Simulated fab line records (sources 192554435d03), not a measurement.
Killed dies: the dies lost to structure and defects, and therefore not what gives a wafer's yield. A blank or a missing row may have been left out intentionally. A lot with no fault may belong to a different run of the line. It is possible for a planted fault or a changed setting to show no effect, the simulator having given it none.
Which tool was responsible? | flow n5Finfet | 24 lots, 72 wafers sampled, at 6 steps of a route of 1938

## WHAT THE GAUGES READ, wafer by wafer
N5_BEOL_M10_INSPECT_58: inspects for defects (darkfield).
lot  | measured     | on               | rawDefectCount
L074 | day 10 19:08 | defectInspect-02 | 55 62 75
L075 | day 11 00:43 | defectInspect-01 | 73 58 74
L076 | day 12 00:04 | defectInspect-01 | 52 36 66
L078 | day 11 23:15 | defectInspect-01 | 77 75 103
L081 | day 12 06:11 | defectInspect-02 | 72 86 71
L079 | day 12 10:43 | defectInspect-02 | 42 58 48
L080 | day 12 10:00 | defectInspect-02 | 54 74 54
L077 | day 12 12:43 | defectInspect-02 | 55 53 93
L082 | day 12 13:16 | defectInspect-01 | 102 99 106
L083 | day 12 18:09 | defectInspect-02 | 104 111 147
L084 | day 13 01:14 | defectInspect-01 | 138 72 60
L085 | day 13 07:25 | defectInspect-01 | 50 43 109
L086 | day 13 18:06 | defectInspect-01 | 77 86 94
L087 | day 13 18:19 | defectInspect-02 | 43 59 74
L088 | day 14 06:50 | defectInspect-01 | 101 44 45
L089 | day 14 17:07 | defectInspect-01 | 82 44 77
L091 | day 14 19:20 | defectInspect-02 | 85 80 66
L090 | day 15 08:08 | defectInspect-02 | 68 64 101
L093 | day 15 06:44 | defectInspect-01 | 89 61 112
L092 | day 15 08:14 | defectInspect-02 | 55 79 57
L094 | day 15 13:26 | defectInspect-02 | 83 78 83
L095 | day 16 08:03 | defectInspect-02 | 96 44 64
L096 | day 16 15:09 | defectInspect-02 | 62 56 47
L097 | day 16 14:11 | defectInspect-02 | 38 42 45

N5_BEOL_M11_CD_MEAS_18: pitch 140 nm, target cd 70 nm.
lot  | measured     | on       | cdNm (nm)
L074 | day 10 23:18 | cdSem-03 | 68.7 70.6 70.4
L075 | day 11 05:23 | cdSem-02 | 69.6 69.3 70.8
L076 | day 12 03:52 | cdSem-03 | 69.5 70.8 70.8
L078 | day 12 01:17 | cdSem-03 | 71.4 69.7 70.8
L081 | day 12 09:14 | cdSem-03 | 71.7 71.9 70.1
L079 | day 12 13:02 | cdSem-01 | 71.4 70.9 70.7
L080 | day 12 12:51 | cdSem-01 | 68.8 70.8 70.0
L077 | day 12 15:17 | cdSem-03 | 71.3 70.7 70.5
L082 | day 12 17:46 | cdSem-02 | 70.6 69.9 69.8
L083 | day 12 23:22 | cdSem-03 | 67.9 69.6 70.2
L084 | day 13 03:47 | cdSem-02 | 70.8 71.9 71.0
L085 | day 13 09:56 | cdSem-02 | 71.8 70.7 70.7
L086 | day 13 20:43 | cdSem-03 | 70.2 70.3 70.8
L087 | day 13 20:55 | cdSem-03 | 70.3 71.1 70.0
L088 | day 14 09:16 | cdSem-02 | 70.7 69.6 70.3
L089 | day 14 18:50 | cdSem-02 | 71.3 70.1 69.2
L091 | day 14 23:56 | cdSem-01 | 70.9 69.5 70.7
L090 | day 15 12:08 | cdSem-01 | 72.1 71.0 69.5
L093 | day 15 08:44 | cdSem-03 | 70.8 71.3 70.6
L092 | day 15 11:43 | cdSem-02 | 70.2 70.1 71.9
L094 | day 15 15:47 | cdSem-02 | 69.9 71.7 69.9
L095 | day 16 10:08 | cdSem-03 | 70.1 70.7 70.3
L096 | day 16 19:26 | cdSem-01 | 70.0 70.6 70.0
L097 | day 16 19:17 | cdSem-02 | 71.0 71.4 71.1

## WHAT TOOL EACH LOT RAN ON (gives the tool, then ch and the chambers of the sampled wafers, and finally the start)
lot  | N5_BEOL_M9_SURFACE_TREAT_79 | N5_BEOL_M10_CURE_71          | N5_BEOL_M10_STRIP_67              | N5_BEOL_M10_CURE_72
L074 | pvdSputter-02, day 10 05:59 | uvCure-01 ch 1, day 10 07:29 | rieDiel-04 ch 1,2,3, day 10 12:19 | uvCure-02 ch 2, day 10 13:58
L075 | pvdSputter-03, day 10 12:38 | uvCure-01 ch 0, day 10 14:15 | rieDiel-06 ch 1,3, day 10 18:46   | uvCure-03 ch 2, day 10 22:23
L076 | pvdSputter-01, day 11 15:14 | uvCure-01 ch 2, day 11 16:31 | rieDiel-06 ch 1,2,3, day 11 19:09 | uvCure-01 ch 0, day 11 21:17
L078 | pvdSputter-01, day 11 15:17 | uvCure-03 ch 1, day 11 16:57 | rieDiel-06 ch 1,3, day 11 19:31   | uvCure-03 ch 1, day 11 21:11
L081 | pvdSputter-03, day 11 19:05 | uvCure-03 ch 0, day 11 21:58 | rieDiel-02 ch 0,2,3, day 12 00:11 | uvCure-03 ch 1, day 12 03:26
L079 | pvdSputter-03, day 11 22:43 | uvCure-01 ch 2, day 12 00:38 | rieDiel-04 ch 0,2,3, day 12 04:11 | uvCure-01 ch 0, day 12 07:59
L080 | pvdSputter-03, day 12 02:12 | uvCure-01 ch 2, day 12 03:51 | rieDiel-06 ch 0,2,3, day 12 05:41 | uvCure-01 ch 2, day 12 07:26
L077 | pvdSputter-03, day 12 04:26 | uvCure-02 ch 1, day 12 06:01 | rieDiel-02 ch 0,1,3, day 12 08:27 | uvCure-01 ch 1, day 12 09:49
L082 | pvdSputter-03, day 12 04:34 | uvCure-02 ch 0, day 12 06:41 | rieDiel-06 ch 1,2,3, day 12 08:45 | uvCure-02 ch 2, day 12 10:25
L083 | pvdSputter-01, day 12 08:30 | uvCure-02 ch 1, day 12 09:53 | rieDiel-02 ch 2,3, day 12 12:29   | uvCure-02 ch 2, day 12 13:53
L084 | pvdSputter-03, day 12 13:02 | uvCure-01 ch 1, day 12 14:32 | rieDiel-06 ch 0,3, day 12 18:07   | uvCure-01 ch 0, day 12 22:12
L085 | pvdSputter-01, day 12 23:31 | uvCure-02 ch 1, day 13 02:04 | rieDiel-06 ch 0,1, day 13 03:31   | uvCure-02 ch 1, day 13 05:04
L086 | pvdSputter-01, day 13 09:58 | uvCure-03 ch 0, day 13 11:21 | rieDiel-04 ch 0,3, day 13 13:35   | uvCure-03 ch 0, day 13 15:19
L087 | pvdSputter-01, day 13 10:14 | uvCure-01 ch 2, day 13 11:43 | rieDiel-04 ch 1,2,3, day 13 13:52 | uvCure-02 ch 2, day 13 15:23
L088 | pvdSputter-03, day 13 22:31 | uvCure-03 ch 0, day 13 23:58 | rieDiel-02 ch 1,2, day 14 01:57   | uvCure-03 ch 1, day 14 03:49
L089 | pvdSputter-02, day 14 06:19 | uvCure-02 ch 2, day 14 07:45 | rieDiel-02 ch 0,2,3, day 14 09:47 | uvCure-02 ch 0, day 14 13:59
L091 | pvdSputter-01, day 14 06:40 | uvCure-03 ch 1, day 14 08:39 | rieDiel-06 ch 0,1,2, day 14 14:23 | uvCure-01 ch 2, day 14 16:09
L090 | pvdSputter-02, day 14 15:06 | uvCure-02 ch 1, day 14 17:58 | rieDiel-02 ch 2,3, day 14 23:31   | uvCure-01 ch 2, day 15 02:28
L093 | pvdSputter-02, day 14 18:19 | uvCure-02 ch 2, day 14 20:22 | rieDiel-02 ch 0,1, day 14 23:46   | uvCure-03 ch 2, day 15 02:17
L092 | pvdSputter-02, day 14 18:21 | uvCure-01 ch 2, day 14 20:28 | rieDiel-04 ch 1,2,3, day 14 23:50 | uvCure-02 ch 2, day 15 02:40
L094 | pvdSputter-03, day 15 06:29 | uvCure-03 ch 0, day 15 07:59 | rieDiel-06 ch 1,3, day 15 09:44   | uvCure-03 ch 0, day 15 11:14
L095 | pvdSputter-01, day 15 22:03 | uvCure-03 ch 1, day 16 00:10 | rieDiel-04 ch 1,2,3, day 16 03:28 | uvCure-03 ch 0, day 16 04:48
L096 | pvdSputter-03, day 16 04:35 | uvCure-02 ch 0, day 16 06:05 | rieDiel-04 ch 0,1, day 16 08:41   | uvCure-02 ch 0, day 16 13:13
L097 | pvdSputter-01, day 16 04:57 | uvCure-01 ch 2, day 16 06:29 | rieDiel-06 ch 1,3, day 16 09:13   | uvCure-02 ch 0, day 16 12:13
- N5_BEOL_M9_SURFACE_TREAT_79
- N5_BEOL_M10_CURE_71: cures SiCOH lowk, time 240 s.
- N5_BEOL_M10_STRIP_67: strips in CF4.
- N5_BEOL_M10_CURE_72: cures SiCOH lowk, time 120 s.

## WHAT THE TOOLS THEMSELVES READ (means of the sampled wafers that have a number; where no wafer has one, the mark that the record gives instead)
N5_BEOL_M10_CURE_71.
lot  | tool      | lampPowerPct (%) | wafer_temp_C_max
L074 | uvCure-01 | 52.29            | 386.4
L075 | uvCure-01 | 52.27            | 387.2
L076 | uvCure-01 | 52.28            | 386.7
L078 | uvCure-03 | 52.30            | 386.4
L081 | uvCure-03 | 52.33            | 386.7
L079 | uvCure-01 | 52.29            | 386.3
L080 | uvCure-01 | 52.31            | 386.4
L077 | uvCure-02 | 52.37            | 386.5
L082 | uvCure-02 | 52.31            | 386.4
L083 | uvCure-02 | 52.28            | 386.5
L084 | uvCure-01 | 52.33            | 386.5
L085 | uvCure-02 | 52.35            | 386.7
L086 | uvCure-03 | 52.29            | 387.0
L087 | uvCure-01 | 52.31            | 386.0
L088 | uvCure-03 | 52.29            | 386.4
L089 | uvCure-02 | 52.28            | 386.0
L091 | uvCure-03 | 52.29            | 386.5
L090 | uvCure-02 | 52.36            | 386.7
L093 | uvCure-02 | 52.31            | 385.7
L092 | uvCure-01 | 52.34            | 386.1
L094 | uvCure-03 | 52.34            | 386.5
L095 | uvCure-03 | 52.28            | 386.9
L096 | uvCure-02 | 52.33            | 386.6
L097 | uvCure-01 | 52.31            | 386.3

N5_BEOL_M10_STRIP_67.
lot  | tool       | drypumpMotorCurrentA (A) | oesProductAu (a.u.) | rfVppV (V) | showerheadPlenumPTorr (Torr) | throttleValvePct (%)
L074 | rieDiel-04 | 5.9                      | 0.89                | 273.0      | 1.87                         | 13.27
L075 | rieDiel-06 | 6.0                      | 0.79                | 270.0      | 1.78                         | 13.50
L076 | rieDiel-06 | 5.7                      | 0.75                | 270.8      | 1.80                         | 13.60
L078 | rieDiel-06 | 5.9                      | 0.77                | 270.4      | 1.78                         | 13.52
L081 | rieDiel-02 | 6.2                      | 0.87                | 270.6      | 1.75                         | 13.46
L079 | rieDiel-04 | 5.9                      | 0.85                | 273.2      | 1.89                         | 13.43
L080 | rieDiel-06 | 5.9                      | 0.73                | 271.2      | 1.82                         | 13.63
L077 | rieDiel-02 | 6.3                      | 0.82                | 270.1      | 1.75                         | 13.54
L082 | rieDiel-06 | 5.7                      | 0.75                | 271.1      | 1.80                         | 13.60
L083 | rieDiel-02 | 6.5                      | 0.94                | 270.8      | 1.76                         | 13.42
L084 | rieDiel-06 | 6.4                      | 0.73                | 271.8      | 1.83                         | 13.59
L085 | rieDiel-06 | 6.2                      | 0.74                | 270.4      | 1.78                         | 13.55
L086 | rieDiel-04 | 5.9                      | 0.84                | 273.7      | 1.88                         | 13.44
L087 | rieDiel-04 | 5.9                      | 0.85                | 272.4      | 1.87                         | 13.33
L088 | rieDiel-02 | 6.1                      | 0.83                | 271.9      | 1.79                         | 13.47
L089 | rieDiel-02 | 6.1                      | 0.83                | 270.1      | 1.74                         | 13.50
L091 | rieDiel-06 | 5.7                      | 0.80                | 270.1      | 1.76                         | 13.43
L090 | rieDiel-02 | 6.5                      | 0.89                | 271.2      | 1.75                         | 13.47
L093 | rieDiel-02 | 6.0                      | 0.72                | 270.1      | 1.73                         | 13.62
L092 | rieDiel-04 | 5.8                      | 0.83                | 273.0      | 1.86                         | 13.35
L094 | rieDiel-06 | 6.2                      | 0.75                | 271.6      | 1.83                         | 13.65
L095 | rieDiel-04 | 5.9                      | 0.81                | 272.9      | 1.86                         | 13.37
L096 | rieDiel-04 | 5.8                      | 0.81                | 271.1      | 1.81                         | 13.43
L097 | rieDiel-06 | 6.2                      | 0.74                | 271.5      | 1.83                         | 13.67

N5_BEOL_M10_CURE_72.
lot  | tool      | lampPowerPct (%) | wafer_temp_C_max
L074 | uvCure-02 | 52.25            | 370.7
L075 | uvCure-03 | 52.35            | 372.2
L076 | uvCure-01 | 52.34            | 372.4
L078 | uvCure-03 | 52.31            | 371.5
L081 | uvCure-03 | 52.30            | 371.5
L079 | uvCure-01 | 52.35            | 372.0
L080 | uvCure-01 | 52.30            | 371.6
L077 | uvCure-01 | 52.27            | 371.5
L082 | uvCure-02 | 52.28            | 371.2
L083 | uvCure-02 | 52.30            | 371.2
L084 | uvCure-01 | 52.35            | 372.9
L085 | uvCure-02 | 52.30            | 371.5
L086 | uvCure-03 | 52.26            | 371.2
L087 | uvCure-02 | 52.37            | 370.5
L088 | uvCure-03 | 52.28            | 371.3
L089 | uvCure-02 | 52.29            | 371.3
L091 | uvCure-01 | 52.32            | 371.1
L090 | uvCure-01 | 52.36            | 371.4
L093 | uvCure-03 | 52.31            | 372.5
L092 | uvCure-02 | 52.28            | 370.9
L094 | uvCure-03 | 52.31            | 371.8
L095 | uvCure-03 | 52.26            | 371.6
L096 | uvCure-02 | 52.33            | 371.7
L097 | uvCure-02 | 52.31            | 371.3

## THE ANSWER, worked out from the rows above alone
Rule: the lots themselves supply what counts as usual. Put in order of their means at a reading, lots are off if they are a third of the lots or fewer, leave a main group of 4 or more, and stand apart from it by a gap of 3 or more times the standard deviation of the main group's means; of several such gaps the widest counts. If all means in a main group match to the digits the tables above print for the reading, that group is not used. A lot without any number at a reading at which 4 lots or more have one is off too. Any other lot the step has rows for is counted as sound. Order of review: gauges by route order, followed by the tools' own readings, for which a lot's mean as printed above is used. The first step at which some lot is off is used, and at that step the reading that is off furthest; a lot without a number counts as furthest.
None of the lots is off at any reading shown; this tells nothing.

## WHAT THE SIMULATOR PUT IN
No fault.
